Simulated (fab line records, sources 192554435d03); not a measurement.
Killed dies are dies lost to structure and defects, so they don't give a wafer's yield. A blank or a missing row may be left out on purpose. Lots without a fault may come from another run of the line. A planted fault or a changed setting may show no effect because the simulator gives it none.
Which tool did it? | flow n5_finfet | 19 lots, 57 wafers sampled, at 6 steps of a route of 1938

WHAT THE GAUGES READ, wafer by wafer
N5_BEOL_M4_INSPECT_59: inspects for defects (darkfield).
lot  | measured     | on                | raw_defect_count
L074 | day 9 04:05  | defect_inspect-02 | 56 51 49
L075 | day 9 18:01  | defect_inspect-01 | 115 119 106
L077 | day 10 03:49 | defect_inspect-02 | 60 36 97
L076 | day 10 12:22 | defect_inspect-02 | 65 69 55
L078 | day 10 21:53 | defect_inspect-02 | 57 58 55
L079 | day 11 10:12 | defect_inspect-02 | 82 63 72
L080 | day 11 16:52 | defect_inspect-02 | 71 94 57
L081 | day 13 01:32 | defect_inspect-02 | 65 63 36
L085 | day 14 12:04 | defect_inspect-01 | 77 86 74
L086 | day 14 23:26 | defect_inspect-02 | 55 59 54
L087 | day 15 10:28 | defect_inspect-01 | 39 46 79
L088 | day 15 18:52 | defect_inspect-01 | 91 92 57
L091 | day 16 16:16 | defect_inspect-01 | 82 85 101
L090 | day 15 15:16 | defect_inspect-02 | 60 57 57
L092 | day 17 01:20 | defect_inspect-01 | 47 78 65
L089 | day 17 07:17 | defect_inspect-01 | 35 90 99
L093 | day 17 07:19 | defect_inspect-01 | 58 65 71
L096 | day 17 16:47 | defect_inspect-02 | 60 72 73
L097 | day 16 04:21 | defect_inspect-01 | 63 50 66

WHICH TOOL RAN EACH LOT (tool, then ch and the chambers of the sampled wafers, then the start)
lot  | N5_BEOL_M4_ETCH_63                 | N5_BEOL_M4_STRIP_66                | N5_BEOL_M4_ETCH_77                 | N5_BEOL_M4_ETCH_70                 | N5_BEOL_M4_TRENCH_ETCH_37
L074 | rie_diel-02 ch 0,1, day 8 14:00    | rie_diel-02 ch 0,1, day 8 14:10    | rie_diel-02 ch 0,1,3, day 8 14:54  | rie_diel-02 ch 0,2,3, day 8 23:51  | rie_diel-02 ch 0,2,3, day 9 04:05 or earlier
L075 | rie_diel-02 ch 0,1,2, day 8 23:24  | rie_diel-02 ch 0,1,2, day 8 23:34  | rie_diel-02 ch 0,1,2, day 9 00:33  | rie_diel-02 ch 0,3, day 9 11:33    | rie_diel-02 ch 0,3, day 9 18:01 or earlier
L077 | rie_diel-05 ch 0,2,3, day 9 01:19  | rie_diel-05 ch 0,2,3, day 9 01:29  | rie_diel-04 ch 0,2, day 9 02:18    | rie_diel-02 ch 0,1,3, day 9 23:35  | rie_diel-02 ch 0,1,3, day 10 03:49 or earlier
L076 | rie_diel-02 ch 0,2,3, day 9 04:20  | rie_diel-02 ch 0,2,3, day 9 04:29  | rie_diel-02 ch 0,2,3, day 9 05:19  | rie_diel-02 ch 0,1,2, day 10 08:05 | rie_diel-02 ch 0,1,2, day 10 12:22 or earlier
L078 | rie_diel-04 ch 0,2,3, day 9 06:35  | rie_diel-04 ch 0,2,3, day 9 06:44  | rie_diel-02 ch 0,2,3, day 9 07:28  | rie_diel-04 ch 0,1,2, day 10 17:47 | rie_diel-04 ch 0,1,2, day 10 21:53 or earlier
L079 | rie_diel-02 ch 0,1,3, day 9 09:03  | rie_diel-02 ch 0,1,3, day 9 09:13  | rie_diel-04 ch 0,2,3, day 9 10:02  | rie_diel-05 ch 0,1,3, day 11 04:13 | rie_diel-05 ch 0,1,3, day 11 10:12 or earlier
L080 | rie_diel-05 ch 0,2, day 9 18:13    | rie_diel-05 ch 0,2, day 9 18:22    | rie_diel-05 ch 0,3, day 9 19:11    | rie_diel-04 ch 0,3, day 11 12:39   | rie_diel-04 ch 0,3, day 11 16:52 or earlier
L081 | rie_diel-02 ch 0,1,2, day 10 02:07 | rie_diel-02 ch 0,1,2, day 10 02:17 | rie_diel-04 ch 0,1, day 10 03:02   | rie_diel-04 ch 0,1,3, day 12 20:42 | rie_diel-04 ch 0,1,3, day 13 01:32 or earlier
L085 | rie_diel-04 ch 0,1,3, day 13 08:13 | rie_diel-04 ch 0,1,3, day 13 08:22 | rie_diel-05 ch 2,3, day 13 09:11   | rie_diel-04 ch 0,2,3, day 14 06:08 | rie_diel-04 ch 0,2,3, day 14 12:04 or earlier
L086 | rie_diel-04 ch 0,2,3, day 13 23:11 | rie_diel-04 ch 0,2,3, day 13 23:20 | rie_diel-04 ch 0,3, day 14 00:10   | rie_diel-04 ch 0,1, day 14 18:36   | rie_diel-04 ch 0,1, day 14 23:26 or earlier
L087 | rie_diel-02 ch 0,1, day 14 07:22   | rie_diel-02 ch 0,1, day 14 07:32   | rie_diel-05 ch 0,1,3, day 14 08:21 | rie_diel-02 ch 1,2,3, day 15 05:39 | rie_diel-02 ch 1,2,3, day 15 10:28 or earlier
L088 | rie_diel-04 ch 0,3, day 14 12:46   | rie_diel-04 ch 0,3, day 14 12:55   | rie_diel-04 ch 1,2, day 14 13:41   | rie_diel-05 ch 0,3, day 15 12:50   | rie_diel-05 ch 0,3, day 15 18:52 or earlier
L091 | rie_diel-04 ch 0,1,2, day 14 19:54 | rie_diel-04 ch 0,1,2, day 14 20:04 | rie_diel-04 ch 1,2,3, day 14 20:56 | rie_diel-02 ch 1,2,3, day 16 12:13 | rie_diel-02 ch 1,2,3, day 16 16:16 or earlier
L090 | rie_diel-05 ch 0,2, day 14 22:56   | rie_diel-05 ch 0,2, day 14 23:05   | rie_diel-05 ch 0,2,3, day 14 23:53 | rie_diel-02 ch 0,1,2, day 15 09:47 | rie_diel-02 ch 0,1,2, day 15 15:16 or earlier
L092 | rie_diel-05 ch 2,3, day 14 23:10   | rie_diel-05 ch 2,3, day 14 23:20   | rie_diel-04 ch 0,1,3, day 15 00:09 | rie_diel-05 ch 0,1,3, day 16 21:23 | rie_diel-05 ch 0,1,3, day 17 01:20 or earlier
L089 | rie_diel-05 ch 0,2,3, day 15 00:02 | rie_diel-05 ch 0,2,3, day 15 00:12 | rie_diel-02 ch 0,1,2, day 15 01:01 | rie_diel-04 ch 0,1,2, day 17 02:50 | rie_diel-04 ch 0,1,2, day 17 07:17 or earlier
L093 | rie_diel-02 ch 0,2, day 15 03:04   | rie_diel-02 ch 0,2, day 15 03:14   | rie_diel-02 ch 0,2, day 15 03:56   | rie_diel-05 ch 1,2,3, day 17 02:58 | rie_diel-05 ch 1,2,3, day 17 07:19 or earlier
L096 | rie_diel-02 ch 1,2,3, day 15 11:50 | rie_diel-02 ch 1,2,3, day 15 12:00 | rie_diel-04 ch 1,2, day 15 12:49   | rie_diel-05 ch 1,2,3, day 17 10:49 | rie_diel-05 ch 1,2,3, day 17 16:47 or earlier
L097 | rie_diel-02 ch 0,1,3, day 15 14:43 | rie_diel-02 ch 0,1,3, day 15 14:53 | rie_diel-05 ch 0,2,3, day 15 15:42 | rie_diel-02 ch 1,3, day 15 22:44   | rie_diel-02 ch 1,3, day 16 04:21 or earlier
- N5_BEOL_M4_ETCH_63: etches SiARC in CF4, target depth 15.6 nm, time 26 s.
- N5_BEOL_M4_STRIP_66: strips in CF4.
- N5_BEOL_M4_ETCH_77: etches underlayer in N2/H2, target depth 6.5 nm, time 5.2 s.
- N5_BEOL_M4_ETCH_70: etches SOC in N2/H2, target depth 80 nm, overetch 24 nm, time 130 s.
- N5_BEOL_M4_TRENCH_ETCH_37: etches SiOC in C4F6/O2, target depth 55.555 nm, time 29.2 s.

WHAT THE TOOLS THEMSELVES READ (means of the sampled wafers that have a number; where no wafer has one, the mark that the record gives instead)
N5_BEOL_M4_ETCH_63.
lot  | tool        | drypump_motor_current_A (A) | etch_rf_on_time_s (s) | oes_product_au (a.u.) | rf_vpp_V (V) | showerhead_plenum_p_Torr (Torr) | throttle_valve_pct (%)
L074 | rie_diel-02 | 5.7                         | 26.2                  | 0.62                  | 183.0        | 2.11                            | 15.62
L075 | rie_diel-02 | 5.7                         | 26.1                  | 0.64                  | 184.5        | 2.17                            | 15.63
L077 | rie_diel-05 | 6.2                         | 26.0                  | 0.65                  | 184.6        | 2.20                            | 15.74
L076 | rie_diel-02 | 5.6                         | 26.3                  | 0.65                  | 183.9        | 2.12                            | 15.68
L078 | rie_diel-04 | 5.5                         | 25.7                  | 0.66                  | 185.0        | 2.20                            | 15.68
L079 | rie_diel-02 | 5.7                         | 26.3                  | 0.63                  | 183.8        | 2.11                            | 15.67
L080 | rie_diel-05 | 5.9                         | 25.6                  | 0.65                  | 184.7        | 2.19                            | 15.83
L081 | rie_diel-02 | 5.7                         | 26.1                  | 0.63                  | 184.9        | 2.17                            | 15.65
L085 | rie_diel-04 | 5.6                         | 25.7                  | 0.76                  | 184.8        | 2.17                            | 15.55
L086 | rie_diel-04 | 5.5                         | 25.7                  | 0.79                  | 184.4        | 2.18                            | 15.41
L087 | rie_diel-02 | 5.7                         | 25.7                  | 0.60                  | 184.7        | 2.14                            | 15.71
L088 | rie_diel-04 | 5.8                         | 25.6                  | 0.76                  | 185.0        | 2.23                            | 15.46
L091 | rie_diel-04 | 5.6                         | 26.0                  | 0.76                  | 183.8        | 2.15                            | 15.54
L090 | rie_diel-05 | 6.1                         | 26.1                  | 0.74                  | 184.8        | 2.17                            | 15.55
L092 | rie_diel-05 | 6.3                         | 26.1                  | 0.65                  | 184.6        | 2.19                            | 15.75
L089 | rie_diel-05 | 6.2                         | 26.0                  | 0.70                  | 184.9        | 2.18                            | 15.65
L093 | rie_diel-02 | 5.6                         | 26.3                  | 0.62                  | 184.4        | 2.16                            | 15.73
L096 | rie_diel-02 | 5.6                         | 26.5                  | 0.62                  | 183.8        | 2.15                            | 15.78
L097 | rie_diel-02 | 5.6                         | 26.4                  | 0.60                  | 183.2        | 2.09                            | 15.76

N5_BEOL_M4_STRIP_66.
lot  | tool        | drypump_motor_current_A (A) | oes_product_au (a.u.) | rf_vpp_V (V) | showerhead_plenum_p_Torr (Torr) | throttle_valve_pct (%)
L074 | rie_diel-02 | 5.7                         | 0.72                  | 270.1        | 1.77                            | 13.60
L075 | rie_diel-02 | 5.6                         | 0.74                  | 271.2        | 1.82                            | 13.62
L077 | rie_diel-05 | 6.2                         | 0.77                  | 272.0        | 1.84                            | 13.71
L076 | rie_diel-02 | 5.6                         | 0.75                  | 270.5        | 1.77                            | 13.66
L078 | rie_diel-04 | 5.4                         | 0.77                  | 272.3        | 1.84                            | 13.66
L079 | rie_diel-02 | 5.7                         | 0.73                  | 270.4        | 1.76                            | 13.67
L080 | rie_diel-05 | 6.0                         | 0.75                  | 272.3        | 1.83                            | 13.80
L081 | rie_diel-02 | 5.7                         | 0.73                  | 271.1        | 1.81                            | 13.64
L085 | rie_diel-04 | 5.6                         | 0.87                  | 271.0        | 1.82                            | 13.49
L086 | rie_diel-04 | 5.5                         | 0.91                  | 271.4        | 1.83                            | 13.36
L087 | rie_diel-02 | 5.7                         | 0.69                  | 272.0        | 1.80                            | 13.72
L088 | rie_diel-04 | 5.8                         | 0.87                  | 273.0        | 1.88                            | 13.43
L091 | rie_diel-04 | 5.6                         | 0.87                  | 270.4        | 1.80                            | 13.49
L090 | rie_diel-05 | 6.1                         | 0.86                  | 272.4        | 1.81                            | 13.49
L092 | rie_diel-05 | 6.3                         | 0.76                  | 271.5        | 1.83                            | 13.72
L089 | rie_diel-05 | 6.2                         | 0.81                  | 271.1        | 1.82                            | 13.61
L093 | rie_diel-02 | 5.7                         | 0.72                  | 271.3        | 1.81                            | 13.73
L096 | rie_diel-02 | 5.6                         | 0.72                  | 272.1        | 1.80                            | 13.78
L097 | rie_diel-02 | 5.6                         | 0.70                  | 269.2        | 1.75                            | 13.77

N5_BEOL_M4_ETCH_77.
lot  | tool        | drypump_motor_current_A (A) | etch_rf_on_time_s (s) | h2_flow_sccm (sccm) | oes_product_au (a.u.) | rf_vpp_V (V) | showerhead_plenum_p_Torr (Torr) | throttle_valve_pct (%)
L074 | rie_diel-02 | 5.7                         | 5.20                  | 200.0               | 0.63                  | 522.3        | 2.50                            | 17.89
L075 | rie_diel-02 | 5.7                         | 5.18                  | 199.9               | 0.64                  | 524.6        | 2.58                            | 17.89
L077 | rie_diel-04 | 5.5                         | 5.11                  | 200.4               | 0.67                  | 525.1        | 2.57                            | 17.82
L076 | rie_diel-02 | 5.6                         | 5.19                  | 200.7               | 0.65                  | 523.6        | 2.51                            | 17.94
L078 | rie_diel-02 | 5.6                         | 5.23                  | 200.3               | 0.65                  | 521.4        | 2.51                            | 17.96
L079 | rie_diel-04 | 5.4                         | 5.17                  | 199.4               | 0.66                  | 525.6        | 2.61                            | 17.93
L080 | rie_diel-05 | 6.5                         | 5.21                  | 200.2               | 0.71                  | 524.8        | 2.61                            | 17.94
L081 | rie_diel-04 | 5.9                         | 5.16                  | 200.1               | 0.78                  | 525.5        | 2.64                            | 17.82
L085 | rie_diel-05 | 6.3                         | 5.19                  | 199.7               | 0.66                  | 524.4        | 2.61                            | 17.92
L086 | rie_diel-04 | 5.4                         | 5.10                  | 200.4               | 0.78                  | 526.6        | 2.63                            | 17.79
L087 | rie_diel-05 | 6.1                         | 5.30                  | 200.3               | 0.67                  | 527.2        | 2.64                            | 17.92
L088 | rie_diel-04 | 5.4                         | 5.18                  | 199.8               | 0.75                  | 521.8        | 2.47                            | 17.85
L091 | rie_diel-04 | 5.2                         | 5.14                  | 200.3               | 0.76                  | 523.5        | 2.51                            | 17.78
L090 | rie_diel-05 | 6.2                         | 5.14                  | 200.0               | 0.70                  | 527.2        | 2.60                            | 17.94
L092 | rie_diel-04 | 5.6                         | 5.18                  | 200.0               | 0.74                  | 525.1        | 2.58                            | 17.90
L089 | rie_diel-02 | 5.7                         | 5.23                  | 200.3               | 0.60                  | 523.5        | 2.56                            | 17.98
L093 | rie_diel-02 | 5.6                         | 5.23                  | 199.9               | 0.60                  | 522.5        | 2.49                            | 17.95
L096 | rie_diel-04 | 5.3                         | 5.20                  | 199.3               | 0.77                  | 522.9        | 2.48                            | 17.68
L097 | rie_diel-05 | 6.2                         | 5.22                  | 200.0               | 0.70                  | 525.4        | 2.60                            | 17.93

N5_BEOL_M4_ETCH_70.
lot  | tool        | drypump_motor_current_A (A) | h2_flow_sccm (sccm) | oes_product_au (a.u.) | rf_vpp_V (V) | showerhead_plenum_p_Torr (Torr) | throttle_valve_pct (%)
L074 | rie_diel-02 | 5.6                         | 199.7               | 0.56                  | 522.2        | 2.51                            | 17.92
L075 | rie_diel-02 | 5.6                         | 199.7               | 0.54                  | 520.2        | 2.43                            | 17.83
L077 | rie_diel-02 | 5.7                         | 199.6               | 0.54                  | 523.4        | 2.50                            | 17.85
L076 | rie_diel-02 | 5.7                         | 200.7               | 0.55                  | 524.9        | 2.57                            | 17.86
L078 | rie_diel-04 | 5.6                         | 200.3               | 0.60                  | 523.7        | 2.56                            | 17.84
L079 | rie_diel-05 | 6.1                         | 200.5               | 0.60                  | 527.1        | 2.65                            | 17.85
L080 | rie_diel-04 | 5.8                         | 200.1               | 0.68                  | 526.5        | 2.67                            | 17.71
L081 | rie_diel-04 | 5.6                         | 200.4               | 0.66                  | 524.9        | 2.59                            | 17.82
L085 | rie_diel-04 | 5.5                         | 200.0               | 0.67                  | 525.5        | 2.59                            | 17.64
L086 | rie_diel-04 | 5.9                         | 199.8               | 0.63                  | 525.1        | 2.62                            | 17.83
L087 | rie_diel-02 | 5.7                         | 199.6               | 0.54                  | 524.1        | 2.57                            | 18.02
L088 | rie_diel-05 | 6.4                         | 199.2               | 0.58                  | 524.6        | 2.60                            | 17.95
L091 | rie_diel-02 | 5.7                         | 199.9               | 0.53                  | 523.9        | 2.56                            | 18.03
L090 | rie_diel-02 | 5.7                         | 200.0               | 0.52                  | 523.3        | 2.56                            | 17.93
L092 | rie_diel-05 | 6.1                         | 199.7               | 0.58                  | 526.4        | 2.63                            | 17.90
L089 | rie_diel-04 | 5.6                         | 199.9               | 0.63                  | 524.1        | 2.54                            | 17.76
L093 | rie_diel-05 | 5.9                         | 200.0               | 0.59                  | 526.7        | 2.63                            | 17.85
L096 | rie_diel-05 | 5.9                         | 200.2               | 0.59                  | 526.6        | 2.63                            | 17.85
L097 | rie_diel-02 | 5.7                         | 199.8               | 0.52                  | 524.6        | 2.55                            | 17.97

N5_BEOL_M4_TRENCH_ETCH_37.
lot  | tool        | O2_flow_sccm (sccm) | drypump_motor_current_A (A) | oes_f_703_au (a.u.) | oes_product_au (a.u.) | rf_vpp_V (V) | showerhead_plenum_p_Torr (Torr) | throttle_valve_pct (%)
L074 | rie_diel-02 | 10.01               | 5.6                         | 0.76                | 0.76                  | 669          | 2.81                            | 20.93
L075 | rie_diel-02 | 10.01               | 5.6                         | 0.73                | 0.73                  | 666          | 2.72                            | 20.91
L077 | rie_diel-02 | 10.00               | 5.7                         | 0.74                | 0.73                  | 665          | 2.80                            | 20.90
L076 | rie_diel-02 | 9.98                | 5.7                         | 0.75                | 0.74                  | 669          | 2.88                            | 20.87
L078 | rie_diel-04 | 10.02               | 5.6                         | 0.82                | 0.82                  | 665          | 2.86                            | 20.90
L079 | rie_diel-05 | 10.00               | 6.1                         | 0.82                | 0.82                  | 669          | 2.95                            | 20.82
L080 | rie_diel-04 | 9.99                | 5.8                         | 0.92                | 0.93                  | 671          | 2.97                            | 20.69
L081 | rie_diel-04 | 9.96                | 5.6                         | 0.89                | 0.89                  | 668          | 2.89                            | 20.80
L085 | rie_diel-04 | 9.99                | 5.4                         | 0.92                | 0.92                  | 667          | 2.90                            | 20.69
L086 | rie_diel-04 | 10.01               | 5.9                         | 0.85                | 0.85                  | 670          | 2.92                            | 20.84
L087 | rie_diel-02 | 10.03               | 5.7                         | 0.73                | 0.72                  | 667          | 2.87                            | 20.99
L088 | rie_diel-05 | 9.97                | 6.4                         | 0.78                | 0.78                  | 675          | 2.89                            | 20.91
L091 | rie_diel-02 | 10.01               | 5.7                         | 0.72                | 0.72                  | 666          | 2.86                            | 21.02
L090 | rie_diel-02 | 10.02               | 5.7                         | 0.72                | 0.71                  | 669          | 2.86                            | 20.93
L092 | rie_diel-05 | 9.99                | 6.1                         | 0.78                | 0.78                  | 669          | 2.93                            | 20.87
L089 | rie_diel-04 | 10.00               | 5.6                         | 0.85                | 0.86                  | 665          | 2.84                            | 20.83
L093 | rie_diel-05 | 9.99                | 5.9                         | 0.81                | 0.81                  | 661          | 2.94                            | 20.89
L096 | rie_diel-05 | 9.98                | 5.9                         | 0.80                | 0.81                  | 662          | 2.94                            | 20.90
L097 | rie_diel-02 | 9.98                | 5.7                         | 0.72                | 0.71                  | 663          | 2.85                            | 20.99

THE ANSWER, worked out from the rows above alone
Rule: what is usual is taken from the lots themselves. Put in order of their means at a reading, lots are off if they are a third of the lots or fewer, leave a main group of 4 or more, and stand apart from it by a gap of 3 or more times the standard deviation of the main group's means; of several such gaps the widest counts. A main group whose means are all the same, to the digits that the tables above print for the reading, isn't used. A lot without any number at a reading at which 4 lots or more have one is off too. The other lots that the step has rows for count as sound. The gauges are gone through in route order, then the tools' own readings, and for those a lot's mean is taken as printed above. The first step at which some lot is off is used, and at that step the reading that is off furthest; a lot without a number counts as furthest.
No lot is off at any reading shown: from this, nothing can be told.

WHAT THE SIMULATOR HAD PUT IN
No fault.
